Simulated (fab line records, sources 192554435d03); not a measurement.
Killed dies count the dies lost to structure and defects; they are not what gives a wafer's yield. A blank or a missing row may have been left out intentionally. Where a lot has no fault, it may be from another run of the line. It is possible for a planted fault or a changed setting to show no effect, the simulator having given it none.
fab line records	flow n5Finfet
record lots=6	wafers=15	lastDay=21
route steps=1938 shown BEOL_M6@1200 PASSIVATION@1936
lots untouched by any fault: they come from a run of this same line in which no faults occurred
startH: hours from the record's first day to the start of the lot's first wafer shown	waitH: time in hours since the lot's previous step	" as in the row above	L1.1+2: a single row standing in for several wafers	- no value, or no start given	* or withheld: withheld	< > ~ a bound
route shown NAME@n: names a module that has steps shown in the file, with the first one's number in the route	usual: mean/standard deviation of fault-free wafers	same: alike in all rows	chamber/n: place in a boat	sites: per-site readings	_std_site: their standard deviation	_edge_site: outer sites' mean less inner sites'	radiusMm: for every site, how far away it sits from the centre of the wafer	mask NAME#n: copy n	behind: tool/chamber where the wafer was last shaped	hold: reason for holding the lot/hours on hold/outcome of the hold	device: whichever transistor did not switch (one of n, p or np)	end of line: at the end of the route, the tests of the same wafers	a step without rows: its recipe alone	killed: dies that structure and defects cost at the first sort, which is not the same as the wafer's yield	map: the dies of a wafer, with x for killed, . for not killed, _ for no die there
set.NAME: the setting that was run; set.NAME@STEP: the one run at that earlier step	model.NAME: the simulator's own value behind a step, which no gauge read
certain route steps with their lots: each step a table, each wafer a row
services: the hour from which a tool's chamber was out of use, counted from the record's first day as startH (under 0 if before that day), plus the number of hours and why
## steps
# step N5_BEOL_M6_COAT_60
# recipe resist=SiARC	tempC=220	timeS=60	spinRpm=1500	resistThkNm=35
# step N5_BEOL_M6_COAT_05
# recipe resist=CAR-ArF	spinRpm=1500	resistThkNm=90
# step N5_BEOL_M6_EBR_07
# recipe solvent=PGMEA	ebrWidthMm=1.5
# step N5_BEOL_M6_SOFTBAKE_06
# recipe tempC=110	timeS=60	resist=CAR-ArF
# step N5_BEOL_M6_EXPOSE_08
# recipe maskId=M6	na=1.35	sourceShape=dipole	sigmaInner=0.817	sigmaOuter=0.97	polarization=te	doseMj=68.25
# step N5_BEOL_M6_PEB_09
# recipe pebTempC=withheld	pebTimeS=60	resist=CAR-ArF
# step N5_BEOL_M6_DEVELOP_10
# recipe developTimeS=30	developer=TMAH	resist=CAR-ArF	rinseLiquid=diw	dry=airSpin	devTempC=23
# step N5_BEOL_M6_CD_MEAS_11
# recipe targetCdNm=38.5	landingEnergyEv=500	detector=seInlens	polarity=opening
# usual cdNm=38.7/0.8
# same landingEnergyEv=500
lot.wafer	tool	chamber	startH	waitH	cdNm
L100.1	cdSem-02	0	295.02	-	39.5
L100.5	"	0	"	"	38.2
L102.5	cdSem-02	0	295.36	-	37.9
L102.6	"	0	"	"	37.3
L114.2	cdSem-03	0	362.45	-	38.6
L114.3	"	0	"	"	38.7
L110.3	cdSem-02	0	370.89	-	37.4
L110.4	"	0	"	"	37.5
L110.5	"	0	"	"	37.4
L117.2	cdSem-03	0	401.98	-	38.6
L117.5	"	0	"	"	39.5
L117.6	"	0	"	"	38.6
L119.2	cdSem-03	0	405.85	-	39.8
L119.3	"	0	"	"	39.9
L119.4	"	0	"	"	40.1
# step N5_BEOL_M6_OVL_MEAS_12
# recipe pointsPerWafer=44
# usual M6_OVL=0.1/0.7
lot.wafer	tool	chamber	startH	waitH	M6_OVL[nm]
L100.1	overlay-02	0	295.05	0.0	-0.4
L100.5	"	0	"	"	-1.8
L102.5	overlay-02	0	295.39	0.0	-1.0
L102.6	"	0	"	"	-1.2
L114.2	overlay-01	0	362.48	0.0	0.2
L114.3	"	0	"	"	-1.3
L110.3	overlay-02	0	370.92	0.0	0.7
L110.4	"	0	"	"	0.4
L110.5	"	0	"	"	-0.2
L117.2	overlay-01	0	402.01	0.0	0.9
L117.5	"	0	"	"	1.0
L117.6	"	0	"	"	1.2
L119.2	overlay-01	0	405.88	0.0	1.2
L119.3	"	0	"	"	1.8
L119.4	"	0	"	"	0.3
# step N5_BEOL_M6_INSPECT_13
# recipe mode=adi	inspectInstrument=brightfield
# usual rawDefectCount=412/100
lot.wafer	tool	chamber	startH	waitH	rawDefectCount
L100.1	defectInspect-01	-	295.08	0.0	481
L100.5	"	-	"	"	465
L102.5	defectInspect-01	-	295.42	0.0	386
L102.6	"	-	"	"	491
L114.2	defectInspect-01	-	362.50	0.0	463
L114.3	"	-	"	"	695
L110.3	defectInspect-01	-	370.94	0.0	391
L110.4	"	-	"	"	559
L110.5	"	-	"	"	487
L117.2	defectInspect-02	-	402.04	0.0	518
L117.5	"	-	"	"	626
L117.6	"	-	"	"	359
L119.2	defectInspect-02	-	405.90	0.0	347
L119.3	"	-	"	"	461
L119.4	"	-	"	"	309
# step N5_BEOL_M6_DESCUM_16
# recipe chemistry=O2	timeS=7.9	sourcePowerW=50	biasPowerW=20	pressureMtorr=20	rfFrequencyHz=2.712e+07	tempC=40	resist=CAR-ArF	o2FlowSccm=225
# usual drypumpMotorCurrentA=5.9/0.44	oesProductAu=0.81/0.074	rfVppV=243.6/1.2	showerheadPlenumPTorr=2.12/0.063	throttleValvePct=20.34/0.17
lot.wafer	tool	chamber	startH	waitH	drypumpMotorCurrentA	oesProductAu	rfHoursCounterH	rfVppV	showerheadPlenumPTorr	throttleValvePct
L100.1	rieDiel-01	2	295.59	0.5	5.5	0.70	225	242.8	2.05	20.19
L100.5	"	3	"	"	6.4	0.72	-	242.5	2.08	20.28
L102.5	rieDiel-01	0	296.13	0.7	6.2	0.77	-	245.1	2.18	20.34
L102.6	"	1	"	"	6.0	0.92	-	242.6	2.07	20.59
L114.2	rieDiel-04	0	362.54	0.0	5.1	0.88	38	241.7	2.04	20.36
L114.3	"	1	"	"	6.3	0.86	73	243.7	2.13	20.52
L110.3	rieDiel-04	0	370.98	0.0	5.1	0.87	41	242.4	2.04	20.36
L110.4	"	2	"	"	5.7	0.73	167	244.2	2.06	20.24
L110.5	"	3	"	"	5.6	0.92	-	243.2	2.13	20.12
L117.2	rieDiel-04	1	402.07	0.0	6.3	0.85	85	243.9	2.12	20.53
L117.5	"	1	"	"	6.3	0.84	-	243.7	2.12	20.54
L117.6	"	0	"	"	5.1	0.86	-	241.5	2.04	20.38
L119.2	rieDiel-04	3	406.13	0.2	5.7	0.90	34	243.9	2.12	20.14
L119.3	"	1	"	"	6.3	0.85	87	243.8	2.12	20.55
L119.4	"	2	"	"	5.7	0.72	179	243.8	2.05	20.25
# step N5_BEOL_M6_ETCH_61
# recipe chemistry=CF4	target=SiARC	targetDepthA=455	maskMaterial=CAR-ArF	timeS=75.8	ionEnergyEv=80	pressureMtorr=40	sourceW=545	biasW=36	Ar_flow_sccm=100	cf4FlowSccm=100	ends=cleared
# usual drypumpMotorCurrentA=5.9/0.43	etchRfOnTimeS=75.3/2.4	oesProductAu=0.70/0.07	rfVppV=184.3/1	showerheadPlenumPTorr=2.17/0.057	throttleValvePct=15.51/0.13
lot.wafer	tool	chamber	startH	waitH	drypumpMotorCurrentA	etchRfOnTimeS	oesProductAu	rfHoursCounterH	rfVppV	showerheadPlenumPTorr	throttleValvePct
L100.1	rieDiel-01	2	295.63	0.0	5.5	75.6	0.60	225	183.3	2.12	15.61
L100.5	"	3	"	"	6.4	80.5	0.59	-	182.9	2.11	15.48
L102.5	rieDiel-01	0	296.17	0.0	6.2	77.0	0.66	-	185.1	2.24	15.55
L102.6	"	1	"	"	5.9	75.9	0.78	-	183.2	2.11	15.50
L114.2	rieDiel-04	0	362.57	0.0	5.1	74.1	0.76	38	183.0	2.08	15.49
L114.3	"	1	"	"	6.3	76.7	0.71	73	183.0	2.16	15.59
L110.3	rieDiel-04	0	371.01	0.0	5.1	74.2	0.75	41	183.3	2.08	15.51
L110.4	"	2	"	"	5.7	75.9	0.63	167	183.2	2.15	15.64
L110.5	"	3	"	"	5.6	71.6	0.80	-	185.2	2.17	15.26
L117.2	rieDiel-04	1	402.11	0.0	6.3	77.2	0.70	85	183.4	2.16	15.61
L117.5	"	1	"	"	6.3	77.2	0.71	-	183.9	2.16	15.62
L117.6	"	0	"	"	5.1	73.2	0.75	-	182.2	2.08	15.54
L119.2	rieDiel-04	3	406.16	0.0	5.7	69.7	0.80	34	185.3	2.16	15.30
L119.3	"	1	"	"	6.3	76.6	0.71	87	185.5	2.16	15.61
L119.4	"	2	"	"	5.7	75.6	0.62	179	185.1	2.14	15.67
# step N5_BEOL_M6_ETCH_62
# recipe chemistry=N2/H2	target=SOC	targetDepthA=1100	overetchA=220	maskMaterial=SiARC	tempC=40	timeS=165	ionEnergyEv=200	pressureMtorr=30	sourceW=840	biasW=150	n2FlowSccm=200	h2FlowSccm=200
# usual drypumpMotorCurrentA=5.9/0.43	n2FlowSccm=200.0/0.65	oesProductAu=0.69/0.06	rfVppV=524.8/2.1	showerheadPlenumPTorr=2.58/0.073	throttleValvePct=17.78/0.24
lot.wafer	tool	chamber	startH	waitH	drypumpMotorCurrentA	n2FlowSccm	oesProductAu	rfHoursCounterH	rfVppV	showerheadPlenumPTorr	throttleValvePct	model.SiARC_of_BEOL_M6_COAT_60.thkNm
L100.1	rieDiel-01	2	295.69	0.0	5.6	199.4	0.59	225	522.3	2.52	17.79	24
L100.5	"	3	"	"	6.4	199.7	0.60	-	523.7	2.51	17.65	24.6
L102.5	rieDiel-01	0	296.27	0.1	6.2	200.2	0.67	-	528.5	2.69	18.06	24.6
L102.6	"	1	"	"	5.9	201.3	0.77	-	522.7	2.48	17.76	28.4
L114.2	rieDiel-04	0	362.63	0.0	5.1	200.7	0.74	38	521.8	2.49	17.80	28.6
L114.3	"	1	"	"	6.3	199.2	0.72	73	524.8	2.60	18.09	28.6
L110.3	rieDiel-04	0	371.07	0.0	5.1	200.8	0.73	41	523.4	2.49	17.80	28.4
L110.4	"	2	"	"	5.7	200.6	0.62	167	524.6	2.52	17.74	28.2
L110.5	"	3	"	"	5.7	201.1	0.78	-	525.9	2.59	17.51	27.6
L117.2	rieDiel-04	1	402.16	0.0	6.3	199.4	0.70	85	525.7	2.59	18.13	28.6
L117.5	"	1	"	"	6.3	199.6	0.71	-	524.4	2.59	18.12	28.6
L117.6	"	0	"	"	5.1	200.3	0.72	-	522.7	2.49	17.83	28.4
L119.2	rieDiel-04	3	406.22	0.0	5.7	198.6	0.75	34	523.8	2.58	17.54	27.4
L119.3	"	1	"	"	6.3	199.7	0.70	87	525.6	2.59	18.15	28.6
L119.4	"	2	"	"	5.7	200.5	0.62	179	525.7	2.51	17.78	28
# step N5_BEOL_M6_STRIP_68
# recipe chemistry=N2/H2	tempC=40	n2FlowSccm=200	h2FlowSccm=200	rfFrequencyHz=6e+07
# step N5_PASSIVATION_PROBE_49
# usual defectLimitedYield=91.1/1.4	killed_at_M0_to_M3=34/9.6	killed_at_M4_up=15/5.3	killedAtContacts=12/6.1	killedAtFrontEnd=40/11	killedAtOther=3.5/2.8	killedDies=105/17	killedOpen=70/12	killedShort=34/7.7	sort_bin_5_function=5.2/0.97	sort_bin_6_memory=3.4/0.62	sortNPass=1075/17	sortYieldPct=91.1/1.4
# same grossDies=1180	killedAtBackSide=0	sort_bin_4_leakage[%]=0	sort_bin_8_speed[%]=0
lot.wafer	tool	chamber	startH	waitH	defectLimitedYield[%]	killed_at_M0_to_M3	killed_at_M4_up	killedAtContacts	killedAtFrontEnd	killedAtOther	killedDies	killedOpen	killedShort	sort_bin_5_function[%]	sort_bin_6_memory[%]	sortNPass	sortYieldPct[%]
L100.1	prober-01	-	392.26	0.0	90.9	40	21	19	27	0	107	74	32	5.7	3.0	1073	90.9
L100.5	prober-01	-	392.46	0.2	89.1	46	22	12	49	0	129	78	50	6.9	3.8	1051	89.1
L102.5	prober-01	-	403.59	0.2	91.5	21	5	12	61	1	100	65	35	5.3	2.9	1080	91.5
L102.6	prober-01	-	403.64	0.3	91.5	31	15	12	39	3	100	66	32	4.3	4.1	1080	91.5
L110.3	prober-01	-	454.57	0.4	88.6	43	17	22	48	4	134	89	39	6.3	4.3	1046	88.6
L110.4	prober-01	-	454.62	0.4	91.4	44	5	10	40	3	102	62	40	4.7	3.7	1078	91.4
L110.5	prober-01	-	454.67	0.5	91.9	36	10	18	31	0	95	66	29	5.0	2.9	1085	91.9
L117.2	prober-02	-	483.01	0.1	92.9	26	11	7	32	8	84	53	31	4.0	2.8	1096	92.9
L117.5	prober-02	-	483.16	0.2	92.2	25	14	16	33	4	92	61	28	4.2	3.5	1088	92.2
L117.6	prober-02	-	483.21	0.3	91.6	28	6	3	55	7	99	63	35	4.4	3.3	1081	91.6
# killed by level:class
L100.1 BEOL_M4:geometricParticle:open=16 MOL_CONTACT_COAG:geometricParticle:open=13 BEOL_M0_SAQP:geometricParticle:open=10 BEOL_M0_SAQP:geometricParticle:short=7 FIN_SAQP:geometricParticle:open=6 MOL_CONTACT_COAG:geometricParticle:short=6 BEOL_M1:geometricParticle:open=6 BEOL_M2:geometricParticle:open=6
L100.5 BEOL_M0_SAQP:geometricParticle:short=12 BEOL_M0_SAQP:geometricParticle:open=12 BEOL_M4:geometricParticle:open=12 STI_FIN_REVEAL:geometricParticle:open=11 MOL_CONTACT_COAG:geometricParticle:open=9 FIN_SAQP:geometricParticle:open=7 BEOL_M3:geometricParticle:open=6 STARTING-WAFER:geometricParticle:open=6
L102.5 FIN_SAQP:geometricParticle:open=28 FIN_SAQP:geometricParticle:short=10 MOL_CONTACT_COAG:geometricParticle:open=10 BEOL_M3:geometricParticle:short=5 BEOL_M3:geometricParticle:open=5 STARTING-WAFER:geometricParticle:short=5 ILD0:geometricParticle:short=4 ILD0:geometricParticle:open=3
L102.6 FIN_SAQP:geometricParticle:open=15 MOL_CONTACT_COAG:geometricParticle:open=10 BEOL_M1:geometricParticle:open=8 FIN_SAQP:geometricParticle:short=7 BEOL_M0_SAQP:geometricParticle:open=5 BEOL_M3:geometricParticle:short=5 BEOL_M4:geometricParticle:open=5 STI_FIN_REVEAL:geometricParticle:open=4
L110.3 MOL_CONTACT_COAG:geometricParticle:open=18 BEOL_M4:geometricParticle:open=12 BEOL_M1:geometricParticle:open=10 BEOL_M2:geometricParticle:open=8 FIN_SAQP:geometricParticle:open=7 FIN_SAQP:geometricParticle:short=7 BEOL_M3:geometricParticle:open=6 STARTING-WAFER:geometricParticle:open=6
L110.4 FIN_SAQP:geometricParticle:short=12 FIN_SAQP:geometricParticle:open=9 BEOL_M2:geometricParticle:open=8 BEOL_M0:geometricParticle:open=7 BEOL_M3:geometricParticle:open=7 MOL_CONTACT_COAG:geometricParticle:open=6 STI_FIN_REVEAL:geometricParticle:open=4 MOL_CONTACT_COAG:geometricParticle:short=4
L110.5 MOL_CONTACT_COAG:geometricParticle:open=14 BEOL_M2:geometricParticle:open=14 BEOL_M1:geometricParticle:open=10 FIN_SAQP:geometricParticle:short=7 FIN_SAQP:geometricParticle:open=6 GATE_CUT:geometricParticle:open=5 STI_FIN_REVEAL:geometricParticle:open=4 MOL_CONTACT_COAG:geometricParticle:short=4
L117.2 FIN_SAQP:geometricParticle:short=8 BEOL_M0_SAQP:geometricParticle:short=7 MOL_CONTACT_COAG:geometricParticle:open=6 BEOL_M0_SAQP:geometricParticle:open=6 STI_FIN_REVEAL:geometricParticle:open=5 BEOL_M3:geometricParticle:open=5 BEOL_M4:geometricParticle:open=5 FIN_SAQP:geometricParticle:open=4
L117.5 MOL_CONTACT_COAG:geometricParticle:open=14 FIN_SAQP:geometricParticle:open=6 BEOL_M0_SAQP:geometricParticle:short=5 BEOL_M2:geometricParticle:open=5 BEOL_M4:geometricParticle:short=5 DUMMY_GATE:geometricParticle:open=4 DUMMY_GATE:geometricParticle:short=4 GATE_CUT:geometricParticle:open=4
L117.6 DUMMY_GATE:geometricParticle:open=12 FIN_SAQP:geometricParticle:short=10 STI_FIN_REVEAL:geometricParticle:open=9 FIN_SAQP:geometricParticle:open=8 BEOL_M0_SAQP:geometricParticle:open=8 BEOL_M0_SAQP:geometricParticle:short=5 BEOL_M2:geometricParticle:open=4 BEOL_M3:geometricParticle:open=4
## services
tool	chamber	startH	hours	kind
rieDiel-04	-	287.48	28.1	pm
rieDiel-01	1	310.36	2.1	repair
rieDiel-04	2	339.41	7.8	repair
rieDiel-01	2	354.43	-	clean
rieDiel-01	2	354.43	-	consumableReplace:focusRing
rieDiel-01	2	354.43	23.2	scheduledDown
rieDiel-01	2	354.43	23.2	ventCycle
rieDiel-01	3	377.91	-	clean
rieDiel-01	3	377.91	-	consumableReplace:focusRing
rieDiel-01	3	377.91	30.8	scheduledDown
rieDiel-01	3	377.91	30.8	ventCycle
## key
firstSign none at tools or gauges
modelEffect step=N5_BEOL_M6_ETCH_62	value=SiARC_of_BEOL_M6_COAT_60.thkNm	without=28.33	struck=24.4
metAt N5_BEOL_M6_ETCH_62
struckWafers L100.1,L100.5,L102.5
fault kind=processParameterDrift	tool=rieDiel-01	chamber=-	onsetH=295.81	steps=N5_BEOL_M6_ETCH_62	channel=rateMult	offset=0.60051	shape=step	endH=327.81	scope=struckWafersOnly
